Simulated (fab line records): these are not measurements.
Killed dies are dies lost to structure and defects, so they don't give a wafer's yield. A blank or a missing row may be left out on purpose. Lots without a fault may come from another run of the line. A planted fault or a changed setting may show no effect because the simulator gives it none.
Split-lot trial / flow n5_finfet / 21 wafers read across 7 lots, on a route 1938 steps long

THE SPLIT ITSELF
At N5_BEOL_M2_EXPOSE_08 (exposes mask M2), the setting dose_mj was moved away from the recipe's 41.25 on 11 of the 21 wafers read, by -3.2% to +6.8%. The other wafers ran this setting at the recipe's value.

FROM THE SPLIT TO THE READING: what the file shows between them, 2 steps
- N5_BEOL_M2_PEB_09: peb time 60 s
- N5_BEOL_M2_DEVELOP_10: develop time 30 s

THE READING
cd_nm, in nm, at N5_BEOL_M2_CD_MEAS_11 (target cd 16.79 nm). Fault-free wafers of this fab line usually give 16.75 nm, standard deviation 0.25 nm.

wafer=L075.1; tool, chamber at the split=euv_scanner-01, 0; dose_mj as run=41.25; against the recipe=recipe; cd_nm, nm=17.01; against lot-mates on the recipe=-
wafer=L075.3; tool, chamber at the split=euv_scanner-01, 0; dose_mj as run=41.25; against the recipe=recipe; cd_nm, nm=16.73; against lot-mates on the recipe=-
wafer=L075.6; tool, chamber at the split=euv_scanner-01, 0; dose_mj as run=41.25; against the recipe=recipe; cd_nm, nm=16.73; against lot-mates on the recipe=-
wafer=L079.2; tool, chamber at the split=euv_scanner-01, 0; dose_mj as run=39.93; against the recipe=-3.2%; cd_nm, nm=16.02; against lot-mates on the recipe=-0.97
wafer=L079.3; tool, chamber at the split=euv_scanner-01, 0; dose_mj as run=41.25; against the recipe=recipe; cd_nm, nm=16.99; against lot-mates on the recipe=-
wafer=L079.5; tool, chamber at the split=euv_scanner-01, 0; dose_mj as run=39.93; against the recipe=-3.2%; cd_nm, nm=16.91; against lot-mates on the recipe=-0.08
wafer=L082.1; tool, chamber at the split=euv_scanner-01, 0; dose_mj as run=42.58; against the recipe=+3.2%; cd_nm, nm=17.39; against lot-mates on the recipe=+1.04
wafer=L082.2; tool, chamber at the split=euv_scanner-01, 0; dose_mj as run=42.58; against the recipe=+3.2%; cd_nm, nm=16.78; against lot-mates on the recipe=+0.43
wafer=L082.5; tool, chamber at the split=euv_scanner-01, 0; dose_mj as run=41.25; against the recipe=recipe; cd_nm, nm=16.35; against lot-mates on the recipe=-
wafer=L083.2; tool, chamber at the split=euv_scanner-02, 0; dose_mj as run=44.04; against the recipe=+6.8%; cd_nm, nm=17.89; against lot-mates on the recipe=no lot-mate on the recipe
wafer=L083.3; tool, chamber at the split=euv_scanner-02, 0; dose_mj as run=44.04; against the recipe=+6.8%; cd_nm, nm=17.92; against lot-mates on the recipe=no lot-mate on the recipe
wafer=L083.4; tool, chamber at the split=euv_scanner-02, 0; dose_mj as run=44.04; against the recipe=+6.8%; cd_nm, nm=17.84; against lot-mates on the recipe=no lot-mate on the recipe
wafer=L086.2; tool, chamber at the split=euv_scanner-02, 0; dose_mj as run=39.93; against the recipe=-3.2%; cd_nm, nm=16.02; against lot-mates on the recipe=-0.53
wafer=L086.5; tool, chamber at the split=euv_scanner-02, 0; dose_mj as run=39.93; against the recipe=-3.2%; cd_nm, nm=15.92; against lot-mates on the recipe=-0.63
wafer=L086.6; tool, chamber at the split=euv_scanner-02, 0; dose_mj as run=41.25; against the recipe=recipe; cd_nm, nm=16.55; against lot-mates on the recipe=-
wafer=L092.2; tool, chamber at the split=euv_scanner-02, 0; dose_mj as run=41.25; against the recipe=recipe; cd_nm, nm=16.81; against lot-mates on the recipe=-
wafer=L092.5; tool, chamber at the split=euv_scanner-02, 0; dose_mj as run=41.25; against the recipe=recipe; cd_nm, nm=16.82; against lot-mates on the recipe=-
wafer=L092.6; tool, chamber at the split=euv_scanner-02, 0; dose_mj as run=41.25; against the recipe=recipe; cd_nm, nm=16.72; against lot-mates on the recipe=-
wafer=L097.2; tool, chamber at the split=euv_scanner-02, 0; dose_mj as run=43.88; against the recipe=+6.4%; cd_nm, nm=18.51; against lot-mates on the recipe=+1.91
wafer=L097.4; tool, chamber at the split=euv_scanner-02, 0; dose_mj as run=43.88; against the recipe=+6.4%; cd_nm, nm=18.45; against lot-mates on the recipe=+1.85
wafer=L097.5; tool, chamber at the split=euv_scanner-02, 0; dose_mj as run=41.25; against the recipe=recipe; cd_nm, nm=16.60; against lot-mates on the recipe=-

FIT RESULTS
A straight line over all 21 wafers: cd_nm changes by +0.192 nm for each +1% of dose_mj; r = +0.91; the points scatter about the line by 0.32 nm.
The same after taking each lot's own level away (the mean of its wafers on the recipe; 18 wafers): +0.247 nm for each +1%; r = +0.95; scatter 0.24 nm.
Per that fit: largest dose_mj move, reading shift of 1.7 nm.
The lots' own levels span 16.350 to 16.990 nm, that is 2.6 times the standard deviation above.
Thus the slope moves with the lot-to-lot level: the two fits are different.
Check: with one of the wafers moved furthest among these (+6.4%) left out of the fit, the line predicts +1.53 nm for it against its lot-mates. It came out at +1.91 nm against them.

THE OTHER SPLITS THESE WAFERS WENT THROUGH
Other splits were also applied to these wafers ahead of the reading. Each is held against what the fit with the lots' levels taken away leaves over:
other split on the same wafers=N5_BEOL_M2_ILD_DEP_00 time_s; wafers away from the commonest value=5; r with cd_nm (lot level and that fit taken away)=-0.05

THE WHOLE CHAIN: every reading that the file lists as answering this split, in the file's order
step=N5_BEOL_M2_CD_MEAS_11; what it does=target cd 16.79 nm; reading=cd_nm; change (the file's fit)=+0.25 nm for each +1% of the setting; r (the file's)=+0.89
step=N5_BEOL_M2_ETCH_74; what it does=etches underlayer in N2/H2, target depth 6.5 nm, time 5.2 s; reading=BEOL_M2.cd_offset_nm (the simulator's own value, which no gauge read); change (the file's fit)=+0.179 nm for each +1% of the setting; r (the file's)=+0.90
step=N5_BEOL_M2_ETCH_63; what it does=etches SiARC in CF4, target depth 15.6 nm, time 26 s; reading=BEOL_M2.cd_offset_nm (the simulator's own value, which no gauge read); change (the file's fit)=+0.192 nm for each +1% of the setting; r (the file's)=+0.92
step=N5_BEOL_M2_ETCH_64; what it does=etches SOC in N2/H2, target depth 75 nm, overetch 22.5 nm, time 121.9 s; reading=BEOL_M2.cd_offset_nm (the simulator's own value, which no gauge read); change (the file's fit)=+0.201 nm for each +1% of the setting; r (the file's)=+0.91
step=N5_BEOL_M2_HM_OPEN_17; what it does=chemistry Cl2/BCl3, target TiN, target depth 20 nm, overetch 6 nm; reading=BEOL_M2.cd_offset_nm (the simulator's own value, which no gauge read); change (the file's fit)=+0.228 nm for each +1% of the setting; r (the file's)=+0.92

FILE'S OWN FIT
cd_nm changes by +0.25 nm for each +1% of dose_mj, r = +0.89.
